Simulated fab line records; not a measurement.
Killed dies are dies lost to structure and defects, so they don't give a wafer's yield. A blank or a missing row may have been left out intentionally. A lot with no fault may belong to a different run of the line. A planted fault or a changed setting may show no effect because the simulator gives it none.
fab line records	flow n5_finfet
[record] lots = 7	wafers = 21
route steps=1938 shown SD_EPI_P@300 SD_ACTIVATION@330 HKMG_FIN@392 GATE_CUT@480
start_h: the number of hours between the record's first day and the start of the first shown wafer of the lot	wait_h: hours from the lot's prior step to this one	" repeats the value in the row above	L1.1+2: a single row standing in for several wafers	- no value, or no start was given	* or withheld: withheld	< > ~ a bound
route shown NAME@n: a module of which the file shows steps, and the number in the route of the first	usual: mean/standard deviation of fault-free wafers	same: alike in all rows	chamber/n: place in a boat	sites: readings site by site	_std_site: how widely they spread, as a standard deviation	_edge_site: outer sites' mean less inner sites'	radius_mm: for every site, how far away it sits from the centre of the wafer	mask NAME#n: copy n	behind: tool/chamber where the wafer was last shaped	hold: the reason the lot was held/the length of the hold in hours/how it ended	device: names the non-switching transistor (n, p or np)	end of line: the tests these same wafers got at the end of their route	a step with no rows: only its recipe	killed: dies lost to structure and defects at the first sort, not the wafer's yield	map: a wafer's dies, x killed, . not, _ none there
set.NAME: the setting that was run; set.NAME@STEP: the one run at that earlier step	model.NAME: the simulator's own value behind a step, which no gauge read
lots run with intentionally changed settings; tables by step, rows by wafer
[[steps]]
[step N5_SD_EPI_P_EXPOSE_06]
[recipe] mask_id = SD_P_BLK	na = 1.35	source_shape = conventional	sigma_outer = 0.8	polarization = unpolarized	target_cd_nm = 240	dose_mj = 39.5
lot.wafer	tool	chamber	start_h	wait_h	mask	set.dose_mj
L079.1	arfi_scanner-02	0	81.58	-	SD_P_BLK#0	39.5
L079.3+6	"	0	"	"	SD_P_BLK#0	36.92
L080.1+2+4	arfi_scanner-02	0	89.66	-	SD_P_BLK#0	39.5
L082.3+4+5	arfi_scanner-03	0	102.40	-	SD_P_BLK#0	40.84
L083.2+3+6	arfi_scanner-02	0	107.83	-	SD_P_BLK#0	39.5
L090.3+5	arfi_scanner-02	0	153.43	-	SD_P_BLK#0	39.5
L090.6	"	0	"	"	SD_P_BLK#0	36.79
L092.1+5+6	arfi_scanner-02	0	162.27	-	SD_P_BLK#0	39.5
L096.2	arfi_scanner-03	0	186.30	-	SD_P_BLK#0	39.5
L096.3+6	"	0	"	"	SD_P_BLK#0	37.98
[step N5_SD_EPI_P_PEB_07]
[recipe] peb_temp_c = 110	peb_time_s = 60	resist = CAR-ArF-block
[step N5_SD_EPI_P_DEVELOP_08]
[recipe] develop_time_s = 30	developer = TMAH	resist = CAR-ArF-block	dev_temp_c = 23	rinse_liquid = diw	dry = air_spin
[step N5_SD_EPI_P_CD_MEAS_09]
[recipe] target_cd_nm = 240	landing_energy_ev = 500	detector = se_inlens
[usual] cd_nm = 240.0/0.74
lot.wafer	tool	chamber	start_h	wait_h	set.dose_mj@SD_EPI_P_EXPOSE_06	cd_nm
L079.1	cd_sem-01	0	81.70	-	39.5	240.5
L079.3	"	0	"	"	36.92	235.1
L079.6	"	0	"	"	36.92	235.1
L080.1	cd_sem-03	0	89.78	-	39.5	240.4
L080.2	"	0	"	"	39.5	240.0
L080.4	"	0	"	"	39.5	239.6
L082.3	cd_sem-03	0	102.52	-	40.84	242.3
L082.4	"	0	"	"	40.84	240.9
L082.5	"	0	"	"	40.84	241.1
L083.2	cd_sem-02	0	107.95	-	39.5	240.2
L083.3	"	0	"	"	39.5	240.4
L083.6	"	0	"	"	39.5	239.5
L090.3	cd_sem-03	0	153.55	-	39.5	241.7
L090.5	"	0	"	"	39.5	240.0
L090.6	"	0	"	"	36.79	236.2
L092.1	cd_sem-01	0	162.39	-	39.5	240.2
L092.5	"	0	"	"	39.5	240.5
L092.6	"	0	"	"	39.5	240.5
L096.2	cd_sem-02	0	186.42	-	39.5	239.9
L096.3	"	0	"	"	37.98	237.0
L096.6	"	0	"	"	37.98	237.1
[step N5_SD_EPI_P_DESCUM_14]
[recipe] chemistry = O2	time_s = 7.9	source_power_w = 50	bias_power_w = 20	pressure_mtorr = 20	rf_frequency_hz = 2.712e+07	temp_c = 40	resist = CAR-ArF-block	o2_flow_sccm = 225
lot.wafer	tool	chamber	start_h	wait_h	set.dose_mj@SD_EPI_P_EXPOSE_06	model.SD_EPI_P.cd_nm
L079.1	rie_diel-01	0	81.95	0.2	39.5	240.4
L079.3	"	2	"	"	36.92	235
L079.6	"	0	"	"	36.92	235.2
L080.1	rie_diel-01	3	89.87	0.0	39.5	240.4
L080.2	"	1	"	"	39.5	240.2
L080.4	"	2	"	"	39.5	239.6
L082.3	rie_diel-01	2	102.60	0.0	40.84	242
L082.4+5	"	1,2	"	"	40.84	241.2
L083.2+3	rie_diel-06	1,2	108.03	0.0	39.5	240.2
L083.6	"	3	"	"	39.5	239.8
L090.3	rie_diel-01	0	153.64	0.0	39.5	241.4
L090.5	"	0	"	"	39.5	240.2
L090.6	"	3	"	"	36.79	236.4
L092.1	rie_diel-02	1	162.48	0.0	39.5	240.2
L092.5+6	"	2,1	"	"	39.5	240.4
L096.2	rie_diel-01	2	186.51	0.0	39.5	239.6
L096.3	"	0	"	"	37.98	236.8
L096.6	"	2	"	"	37.98	237
[step N5_SD_EPI_P_ETCH_36]
[recipe] chemistry = CF4	target = SiARC	target_depth_a = 455	mask_material = CAR-ArF-block	time_s = 75.8	ion_energy_ev = 80	pressure_mtorr = 40	source_w = 545	bias_w = 36	Ar_flow_sccm = 100	cf4_flow_sccm = 100	ends = cleared
lot.wafer	tool	chamber	start_h	wait_h	set.dose_mj@SD_EPI_P_EXPOSE_06	model.SD_EPI_P.cd_nm
L079.1	rie_diel-01	0	81.99	0.0	39.5	240.2
L079.3	"	2	"	"	36.92	235
L079.6	"	0	"	"	36.92	235.2
L080.1	rie_diel-01	3	89.91	0.0	39.5	240.6
L080.2	"	1	"	"	39.5	240.2
L080.4	"	2	"	"	39.5	239.4
L082.3	rie_diel-01	2	102.64	0.0	40.84	242
L082.4+5	"	1,2	"	"	40.84	241.2
L083.2	rie_diel-06	1	108.07	0.0	39.5	240
L083.3+6	"	2,3	"	"	39.5	240.2
L090.3	rie_diel-01	0	153.67	0.0	39.5	241.2
L090.5	"	0	"	"	39.5	240
L090.6	"	3	"	"	36.79	236.4
L092.1	rie_diel-02	1	162.52	0.0	39.5	240.2
L092.5+6	"	2,1	"	"	39.5	240.4
L096.2	rie_diel-01	2	186.54	0.0	39.5	239.6
L096.3	"	0	"	"	37.98	236.6
L096.6	"	2	"	"	37.98	237
[step N5_SD_EPI_P_ETCH_37]
[recipe] chemistry = N2/H2	target = SOC	overetch_a = 1080	mask_material = SiARC	temp_c = 40	ion_energy_ev = 100	source_w = 3000	bias_w = 133	pressure_mtorr = 20	time_s = 486	n2_flow_sccm = 200	h2_flow_sccm = 200	ends = end_point
[step N5_SD_EPI_P_STRIP_38]
[recipe] chemistry = N2/H2	temp_c = 40	n2_flow_sccm = 200	h2_flow_sccm = 200	rf_frequency_hz = 6e+07
[step N5_SD_ACTIVATION_RTA_00]
[recipe] temp_c = 975	time_s = 0	ambient = N2	idle_temp_c = 600	ramp_up_c_per_s = 150	ramp_down_c_per_s = 60	cool_to_c = 600
[step N5_SD_ACTIVATION_LSA_01]
[recipe] temp_c = 1080	time_s = 0.0008	ambient = N2
[step N5_SD_ACTIVATION_RS_MEAS_03]
[recipe] thk_meas_gauge = four-point-probe
[usual] RS_SD_N = 21.9/0.31	RS_SD_P = 56.0/0.99
lot.wafer	tool	chamber	start_h	wait_h	set.time_s@SD_EPI_N_EPI_21	RS_SD_N[ohm/sq]	RS_SD_P[ohm/sq]
L079.1	film_metro-02	-	86.17	0.2	729.3	21.1	55.6
L079.3	"	-	"	"	690	22.0	56.2
L079.6	"	-	"	"	729.3	21.2	56.3
L080.1	film_metro-02	-	94.03	0.2	690	21.5	56.0
L080.2	"	-	"	"	690	21.4	57.0
L080.4	"	-	"	"	690	21.6	55.3
L082.3	film_metro-01	-	107.64	0.2	557.1	24.9	56.8
L082.4	"	-	"	"	690	22.0	56.5
L082.5	"	-	"	"	557.1	25.2	55.8
L083.2	film_metro-01	-	112.20	0.2	690	21.7	56.0
L083.3	"	-	"	"	690	21.4	55.8
L083.6	"	-	"	"	690	21.5	55.9
L090.3	film_metro-01	-	158.66	0.2	784.6	20.0	54.6
L090.5	"	-	"	"	784.6	20.0	54.8
L090.6	"	-	"	"	690	21.6	55.5
L092.1	film_metro-02	-	166.75	0.2	690	22.0	55.7
L092.5	"	-	"	"	690	21.9	56.3
L092.6	"	-	"	"	690	21.7	56.5
L096.2	film_metro-02	-	191.51	0.2	690	22.5	56.3
L096.3	"	-	"	"	690	22.1	55.5
L096.6	"	-	"	"	690	22.4	55.7
[step N5_HKMG_FIN_COAT_43]
[recipe] resist = CAR-ArF	spin_rpm = 1500	resist_thk_nm = 90
lot.wafer	tool	chamber	start_h	wait_h	set.spin_rpm	model.CAR-ArF_of_HKMG_FIN_COAT_43.thk_nm
L079.1	litho_track-03	0	-	-	1378	93.8
L079.3	"	0	"	"	1500	89.8
L079.6	"	0	"	"	1378	93.6
L080.1	litho_track-04	0	-	-	1451	91
L080.2	"	0	"	"	1500	89.4
L080.4	"	0	"	"	1500	89.6
L082.3+4	litho_track-01	0	-	-	1500	90.2
L082.5	"	0	"	"	1500	90.4
L083.2	litho_track-04	0	-	-	1500	90
L083.3+6	"	0	"	"	1500	90.2
L090.3+6	litho_track-01	0	-	-	1500	90.2
L090.5	"	0	"	"	1599	87.2
L092.1	litho_track-01	0	-	-	1387	93.6
L092.5	"	0	"	"	1500	90.2
L092.6	"	0	"	"	1387	93.8
L096.2	litho_track-04	0	-	-	1500	90.2
L096.3+6	"	0	"	"	1500	90.4
[step N5_HKMG_FIN_EBR_45]
[recipe] solvent = PGMEA	ebr_width_mm = 1.5
[step N5_HKMG_FIN_SOFTBAKE_44]
[recipe] temp_c = 110	time_s = 60	resist = CAR-ArF
[step N5_HKMG_FIN_EXPOSE_46]
[recipe] mask_id = NDIPOLE	na = 1.35	source_shape = conventional	sigma_outer = 0.8	polarization = unpolarized	dose_mj = 40
[step N5_HKMG_FIN_PEB_47]
[recipe] peb_temp_c = withheld	peb_time_s = 60	resist = CAR-ArF
[step N5_HKMG_FIN_DEVELOP_48]
[recipe] develop_time_s = 30	developer = TMAH	resist = CAR-ArF	rinse_liquid = diw	dry = air_spin	dev_temp_c = 23
lot.wafer	tool	chamber	start_h	wait_h	set.spin_rpm@HKMG_FIN_COAT_43	model.CAR-ArF_of_HKMG_FIN_COAT_43.thk_nm
L079.1	litho_track-03	0	-	-	1378	92
L079.3	"	0	"	"	1500	88
L079.6	"	0	"	"	1378	91.8
L080.1	litho_track-01	0	-	-	1451	89.4
L080.2	"	0	"	"	1500	87.6
L080.4	"	0	"	"	1500	87.8
L082.3+4	litho_track-04	0	-	-	1500	88.4
L082.5	"	0	"	"	1500	88.6
L083.2+6	litho_track-03	0	-	-	1500	88.4
L083.3	"	0	"	"	1500	88.6
L090.3+6	litho_track-01	0	-	-	1500	88.6
L090.5	"	0	"	"	1599	85.4
L092.1	litho_track-01	0	-	-	1387	91.8
L092.5	"	0	"	"	1500	88.4
L092.6	"	0	"	"	1387	92.2
L096.2	litho_track-04	0	-	-	1500	88.4
L096.3+6	"	0	"	"	1500	88.6
[step N5_HKMG_FIN_DESCUM_53]
[recipe] chemistry = O2	time_s = 7.9	source_power_w = 50	bias_power_w = 20	pressure_mtorr = 20	rf_frequency_hz = 2.712e+07	temp_c = 40	resist = CAR-ArF	o2_flow_sccm = 225
[step N5_HKMG_FIN_ETCH_54]
[recipe] chemistry = CF4	target = SiARC	target_depth_a = 455	mask_material = CAR-ArF	time_s = 75.8	ion_energy_ev = 80	pressure_mtorr = 40	source_w = 545	bias_w = 36	Ar_flow_sccm = 100	cf4_flow_sccm = 100	ends = cleared
lot.wafer	tool	chamber	start_h	wait_h	set.spin_rpm@HKMG_FIN_COAT_43	model.CAR-ArF_of_HKMG_FIN_COAT_43.thk_nm
L079.1	rie_diel-05	0	99.46	0.0	1378	54.6
L079.3	"	1	"	"	1500	50.8
L079.6	"	0	"	"	1378	54.4
L080.1	rie_diel-03	0	107.57	0.0	1451	51.8
L080.2	"	2	"	"	1500	50.2
L080.4	"	3	"	"	1500	50.4
L082.3+4	rie_diel-03	1,3	120.83	0.0	1500	51
L082.5	"	0	"	"	1500	51.4
L083.2+6	rie_diel-05	2	125.48	0.0	1500	51
L083.3	"	3	"	"	1500	51.2
L090.3+6	rie_diel-04	1,0	171.74	0.0	1500	51
L090.5	"	3	"	"	1599	48
L092.1	rie_diel-04	1	179.78	0.0	1387	54.4
L092.5	"	3	"	"	1500	51
L092.6	"	2	"	"	1387	54.6
L096.2	rie_diel-03	0	206.34	0.0	1500	51
L096.3+6	"	2	"	"	1500	51.2
[step N5_HKMG_FIN_ETCH_55]
[recipe] chemistry = N2/H2	target = SOC	target_depth_a = 2400	temp_c = 40	time_s = 300	ion_energy_ev = 200	mask_material = SiARC	pressure_mtorr = 30	source_w = 840	bias_w = 150	n2_flow_sccm = 200	h2_flow_sccm = 200
lot.wafer	tool	chamber	start_h	wait_h	set.time_s	model.HKMG_FIN.feature_depth_nm	model.etch.depth_nm	model.SiARC_of_HKMG_FIN_COAT_42.thk_nm
L079.1	rie_diel-05	0	99.51	0.0	300	244.4	244.3	20.8
L079.3	"	1	"	"	300	248	248	20.4
L079.6	"	0	"	"	351.6	286.6	286.6	18.4
L080.1	rie_diel-03	0	107.63	0.0	345.5	273.8	273.8	18.8
L080.2	"	2	"	"	345.5	270.8	270.8	19.6
L080.4	"	3	"	"	300	231	231.1	21.6
L082.3	rie_diel-03	1	120.88	0.0	300	237	237	21.8
L082.4	"	3	"	"	300	231.6	231.7	21.6
L082.5	"	0	"	"	300	240.2	240.2	20.8
L083.2	rie_diel-05	2	125.54	0.0	300	255.4	255.5	19.8
L083.3	"	3	"	"	300	239	238.9	21.4
L083.6	"	2	"	"	300	252.8	252.8	20
L090.3	rie_diel-04	1	171.80	0.0	300	248.8	248.7	20.6
L090.5	"	3	"	"	263.2	206.6	206.6	23.2
L090.6	"	0	"	"	263.2	215.2	215.1	22.6
L092.1	rie_diel-04	1	179.83	0.0	300	249.4	249.3	20.4
L092.5	"	3	"	"	300	234.8	234.8	21.6
L092.6	"	2	"	"	300	244.2	244.2	20.8
L096.2	rie_diel-03	0	206.39	0.0	300	235.6	235.5	21.2
L096.3	"	2	"	"	300	238	237.9	21.6
L096.6	"	2	"	"	363	285.2	285.2	18.6
[step N5_GATE_CUT_COAT_27]
[recipe] resist = underlayer	temp_c = 205	time_s = 60	spin_rpm = 1500	resist_thk_nm = 10
lot.wafer	tool	chamber	start_h	wait_h	set.spin_rpm
L079.1	litho_track-05	0	-	-	1591
L079.3+6	"	0	"	"	1500
L080.1+2+4	litho_track-02	0	-	-	1500
L082.3+5	litho_track-05	0	-	-	1500
L082.4	"	0	"	"	1446
L083.2+3+6	litho_track-05	0	-	-	1500
L090.3+5	litho_track-05	0	-	-	1500
L090.6	"	0	"	"	1588
L092.1	litho_track-02	0	-	-	1360
L092.5+6	"	0	"	"	1500
L096.2+6	litho_track-05	0	-	-	1500
L096.3	"	0	"	"	1422
[[key]]
[split] step = N5_SD_EPI_P_EXPOSE_06	setting = dose_mj	stated = 39.5	by = wafer
[response] step = N5_SD_EPI_P_CD_MEAS_09	reading = cd_nm	change = +0.747	per = 1%	r = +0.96
[response] step = N5_SD_EPI_P_DESCUM_14	reading = model.SD_EPI_P.cd_nm	change = +0.719	per = 1%	r = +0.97
[response] step = N5_SD_EPI_P_ETCH_36	reading = model.SD_EPI_P.cd_nm	change = +0.697	per = 1%	r = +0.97
[split] step = N5_HKMG_FIN_COAT_43	setting = spin_rpm	stated = 1500	by = wafer
[response] step = N5_HKMG_FIN_COAT_43	reading = model.CAR-ArF_of_HKMG_FIN_COAT_43.thk_nm	change = -0.467	per = 1%	r = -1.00
[response] step = N5_HKMG_FIN_DEVELOP_48	reading = model.CAR-ArF_of_HKMG_FIN_COAT_43.thk_nm	change = -0.483	per = 1%	r = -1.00
[response] step = N5_HKMG_FIN_ETCH_54	reading = model.CAR-ArF_of_HKMG_FIN_COAT_43.thk_nm	change = -0.458	per = 1%	r = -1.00
[split] step = N5_HKMG_FIN_ETCH_55	setting = time_s	stated = 300	by = wafer
[response] step = N5_HKMG_FIN_ETCH_55	reading = model.HKMG_FIN.feature_depth_nm	change = +2.51	per = 1%	r = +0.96
[response] step = N5_HKMG_FIN_ETCH_55	reading = model.etch.depth_nm	change = +2.51	per = 1%	r = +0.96
[response] step = N5_HKMG_FIN_ETCH_55	reading = model.SiARC_of_HKMG_FIN_COAT_42.thk_nm	change = -0.144	per = 1%	r = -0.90
[split] step = N5_GATE_CUT_COAT_27	setting = spin_rpm	stated = 1500	by = wafer
response none in this file
split outside_this_file step=N5_SD_EPI_N_EPI_21 setting=time_s
// split outside_this_file: this setting was split too, and the file shows its column; the key of that split is in another file
